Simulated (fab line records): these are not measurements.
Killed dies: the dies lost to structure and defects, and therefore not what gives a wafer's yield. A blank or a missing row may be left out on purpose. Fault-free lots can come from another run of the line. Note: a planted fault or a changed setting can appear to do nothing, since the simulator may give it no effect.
3 desks, one fault	flow n5_finfet	each desk has only its own numbers; what lay behind them comes last

== METROLOGY DESK ==
Means of the sampled wafers that have a number, per lot and without regard to the tool the lot ran on: this is what the gauges read. Marked OUT: a lot whose mean sits more than 4 standard deviations from the usual mean, which makes it out of limits; the brackets give that distance. 7 of its 12 readings are shown, namely those furthest out on some lot.
Columns: A = SD_N_BLK_OVL at N5_SD_EPI_N_OVL_MEAS_10, usual -0.1 nm; B = IOFF_P at N5_BEOL_M4_RC_MEAS_101, usual 0.20 nA/um; C = ION_P at N5_BEOL_M4_RC_MEAS_101, usual 461 uA/um; D = SS_N at N5_BEOL_M4_RC_MEAS_101, usual 71.5 mV/dec; E = SS_P at N5_BEOL_M4_RC_MEAS_101, usual 73.2 mV/dec; F = VT_N at N5_BEOL_M4_RC_MEAS_101, usual 250.4 mV; G = VT_P at N5_BEOL_M4_RC_MEAS_101, usual -251.0 mV
lot	first seen here	A	B	C	D	E	F	G
L883	day 3 03:20	-0.9	0.16	449	71.2	72.6	253.0	-257.1
L893	day 5 11:22	-0.3	0.20	464	70.7	72.9	250.6	-251.7
L894	day 5 21:44	0.3	0.18	455	71.2	72.5	254.5	-252.0
L896	day 6 07:17	0.2	0.19	460	71.7	73.3	249.7	-253.6
L899	day 7 09:04	0.9	0.18	456	71.4	73.4	255.8	-253.0
L901	day 7 13:08	0.1	0.24	464	71.9	74.1	247.4	-248.2
Result from this desk: across the 6 lots, nothing is out of limits.

== TOOL OWNER'S DESK, rie_diel-03 ==
The tool's own readings at N5_SD_EPI_N_ETCH_35 (etches SOC in N2/H2, overetch 108 nm, time 486 s): means of the sampled wafers that have a number, for each lot that ran on this tool. Marked OUT: a lot whose mean sits more than 4 standard deviations from the usual mean, which makes it out of limits; the brackets give that distance.
Columns: A = drypump_motor_current_A at N5_SD_EPI_N_ETCH_35, usual 5.6 A; B = oes_product_au at N5_SD_EPI_N_ETCH_35, usual 0.75 a.u.; C = rf_vpp_V at N5_SD_EPI_N_ETCH_35, usual 240.9 V; D = showerhead_plenum_p_Torr at N5_SD_EPI_N_ETCH_35, usual 2.56 Torr; E = throttle_valve_pct at N5_SD_EPI_N_ETCH_35, usual 23.7 %
lot	first seen here	A	B	C	D	E
L883	day 3 03:58	5.7	0.71	242.0	2.62	23.4
L893	day 5 12:36	6.1	0.80	240.9	2.58	23.6
L894	day 5 22:01	6.0	0.73	241.2	2.57	23.7
L896	day 6 07:28	6.0	0.81	241.0	2.59	23.4
Result from this desk: across the 4 lots, nothing is out of limits.

== THE DEFECT DESK ==
Inspection counts along the route, by lot: the mean over sampled wafers that carry a number. Marked OUT: a lot whose mean sits more than 4 standard deviations from the usual mean, which makes it out of limits; the brackets give that distance.
Columns: A = raw_defect_count at N5_SD_EPI_N_INSPECT_11, usual 2.1
lot	first seen here	A
L883	day 3 03:23	2.7
L893	day 5 11:26	2.0
L894	day 5 21:47	1.0
L896	day 6 07:20	1.3
L899	day 7 09:07	2.7
L901	day 7 13:11	2.0
Result from this desk: across the 6 lots, nothing is out of limits.

== TAKEN TOGETHER ==
From the metrology desk's view, nothing was out of limits.
The desk of the tool owner found nothing out of limits.
Nothing the defect desk looked at was out of limits.

== WHAT WAS PUT IN BY THE SIMULATOR ==
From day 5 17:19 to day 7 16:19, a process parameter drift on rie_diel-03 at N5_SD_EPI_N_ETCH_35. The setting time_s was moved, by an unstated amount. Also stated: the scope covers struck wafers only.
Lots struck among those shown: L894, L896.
